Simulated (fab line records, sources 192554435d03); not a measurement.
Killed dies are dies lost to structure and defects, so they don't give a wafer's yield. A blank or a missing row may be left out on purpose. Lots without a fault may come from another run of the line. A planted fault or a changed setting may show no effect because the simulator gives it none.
Split-lot experiment | flow n5_finfet | 7 lots, 21 wafers read, on a route of 1938 steps

THE SPLIT
At N5_BEOL_M15_PEB_26 (peb time 90 s), the setting peb_time_s was moved away from the recipe's 90 s on 8 of the 21 wafers read, by -22.2% to +12.4%. The other wafers ran this setting at the recipe's value.

FROM THE SPLIT TO THE READING: what the file shows between them, 2 steps
- N5_BEOL_M15_DEVELOP_27: develop time 45 s
- N5_BEOL_M15_HARDBAKE_32: time 120 s

THE READING
cd_nm, in nm, at N5_BEOL_M15_CD_MEAS_28 (target cd 407.6 nm). Fault-free wafers of this fab line usually give 407.8 nm, standard deviation 2 nm.

wafer  | tool, chamber at the split | peb_time_s as run, s | against the recipe | cd_nm, nm | against lot-mates on the recipe
L074.2 | litho_track-01, 0          | 90                   | recipe             | 410.1     | -
L074.5 | litho_track-01, 0          | 90                   | recipe             | 413.6     | -
L074.6 | litho_track-01, 0          | 90                   | recipe             | 410.6     | -
L077.1 | litho_track-05, 0          | 70                   | -22.2%             | 397.7     | -10.8
L077.3 | litho_track-05, 0          | 70                   | -22.2%             | 398.0     | -10.5
L077.4 | litho_track-05, 0          | 90                   | recipe             | 408.5     | -
L079.3 | litho_track-05, 0          | 72.54                | -19.4%             | 399.0     | -8.5
L079.5 | litho_track-05, 0          | 72.54                | -19.4%             | 396.1     | -11.4
L079.6 | litho_track-05, 0          | 90                   | recipe             | 407.5     | -
L080.2 | litho_track-01, 0          | 90                   | recipe             | 408.4     | -
L080.3 | litho_track-01, 0          | 90                   | recipe             | 412.5     | -
L080.5 | litho_track-01, 0          | 90                   | recipe             | 409.1     | -
L090.4 | litho_track-04, 0          | 90                   | recipe             | 406.4     | -
L090.5 | litho_track-04, 0          | 101.2                | +12.4%             | 408.7     | +2.3
L090.6 | litho_track-04, 0          | 101.2                | +12.4%             | 411.0     | +4.6
L093.3 | litho_track-04, 0          | 71.39                | -20.7%             | 396.8     | -7.3
L093.5 | litho_track-04, 0          | 90                   | recipe             | 404.1     | -
L093.6 | litho_track-04, 0          | 71.39                | -20.7%             | 394.9     | -9.2
L097.1 | litho_track-05, 0          | 90                   | recipe             | 407.9     | -
L097.3 | litho_track-05, 0          | 90                   | recipe             | 408.7     | -
L097.4 | litho_track-05, 0          | 90                   | recipe             | 410.1     | -

THE FIT
A straight line over all 21 wafers: cd_nm changes by +0.483 nm for each +1% of peb_time_s; r = +0.89; the points scatter about the line by 2.7 nm.
The same after taking each lot's own level away (the mean of its wafers on the recipe; 21 wafers): +0.43 nm for each +1%; r = +0.96; scatter 1.5 nm.
On that fit, the largest move of peb_time_s shifts the reading by 9.6 nm.
The lots' own levels span 404.10 to 411.43 nm, that is 3.7 times the standard deviation above.
So the lot-to-lot level changes the slope: the two fits differ.
Check: with one of the wafers moved furthest among these (-22.2%) left out of the fit, the line predicts -9.75 nm for it against its lot-mates. It came out at -10.8 nm against them.

OTHER SPLITS ON THESE WAFERS
These wafers also went through other splits before the reading. Each is held against what the fit with the lots' levels taken away leaves over:
other split on the same wafers | wafers away from the commonest value | r with cd_nm (lot level and that fit taken away)
N5_BEOL_M14_ILD_DEP_00 time_s  | 6                                    | -0.12
N5_BEOL_M14_EXPOSE_07 dose_mj  | 7                                    | +0.00
N5_BEOL_M15_COAT_22 spin_rpm   | 8                                    | +0.42

THE WHOLE CHAIN: every reading that the file lists as answering this split, in the file's order
step                   | what it does                                                            | reading                                                         | change (the file's fit)               | r (the file's)
N5_BEOL_M15_CD_MEAS_28 | target cd 407.6 nm                                                      | cd_nm                                                           | +0.444 nm for each +1% of the setting | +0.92
N5_BEOL_M15_DESCUM_33  | chemistry O2, time 7.9 s                                                | BEOL_M15.cd_nm (the simulator's own value, which no gauge read) | +0.448 nm for each +1% of the setting | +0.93
N5_BEOL_M15_ETCH_61    | etches BARC in N2/H2, target depth 89 nm, overetch 26.7 nm, time 67.9 s | BEOL_M15.cd_nm (the simulator's own value, which no gauge read) | +0.476 nm for each +1% of the setting | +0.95
N5_BEOL_M15_ETCH_38    | etches SiCN in CF4/N2, target depth 106.4 nm, time 120.5 s              | BEOL_M15.cd_nm (the simulator's own value, which no gauge read) | +0.474 nm for each +1% of the setting | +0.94

THE FILE'S OWN FIT
cd_nm changes by +0.444 nm for each +1% of peb_time_s, r = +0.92.
